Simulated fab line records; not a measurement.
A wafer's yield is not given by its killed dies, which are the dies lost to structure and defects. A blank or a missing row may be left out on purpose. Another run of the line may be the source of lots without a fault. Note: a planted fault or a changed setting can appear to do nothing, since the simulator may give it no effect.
Chamber matching | flow nand_harc | rie_diel-03 running NHARC_A_STAIRCASE_STRIP_476: 4 sister chambers
The step strips in O2, time 20 s. 4 wafers are shown with their chamber, then 10 later ones without.

## WAFERS, EACH WITH ITS CHAMBER
wafer  | chamber | showerhead_plenum_p_Torr (Torr)
L085.2 | 1       | 3.80
L085.5 | 3       | 3.70
L087.1 | 0       | 3.43
L087.2 | 2       | 3.36

## WAFERS WITH NO CHAMBER GIVEN
wafer  | showerhead_plenum_p_Torr (Torr)
L087.5 | 3.80
L088.1 | 3.36
L088.3 | 3.43
L088.4 | 3.69
L091.4 | 3.79
L091.5 | 3.35
L091.6 | 3.68
L092.1 | 3.68
L092.3 | 3.42
L092.5 | 3.34

## WHICH CHAMBER EACH WENT THROUGH
wafer  | from the rows above | in truth
L087.5 | 1                   | 1
L088.1 | 2                   | 2
L088.3 | 0                   | 0
L088.4 | 3                   | 3
L091.4 | 1                   | 1
L091.5 | 2                   | 2
L091.6 | 3                   | 3
L092.1 | 3                   | 3
L092.3 | 0                   | 0
L092.5 | 2                   | 2
Correct placement for 10 of the 10. From these rows, 0 cannot be placed. 0 placed wrongly.
How it was worked out, from the rows above alone: a wafer's distance from a chamber is the root of the sum, over the readings, of the square of ((its reading less the chamber's mean) divided by the reading's scatter). The wafer belongs to the nearest chamber; if the next one is less than 2 further off, it can't be placed. The mean given for a chamber averages the wafers shown for that chamber. The scatter: root of mean squared gap, hidden wafer to nearest shown wafer, with one shown wafer a chamber.
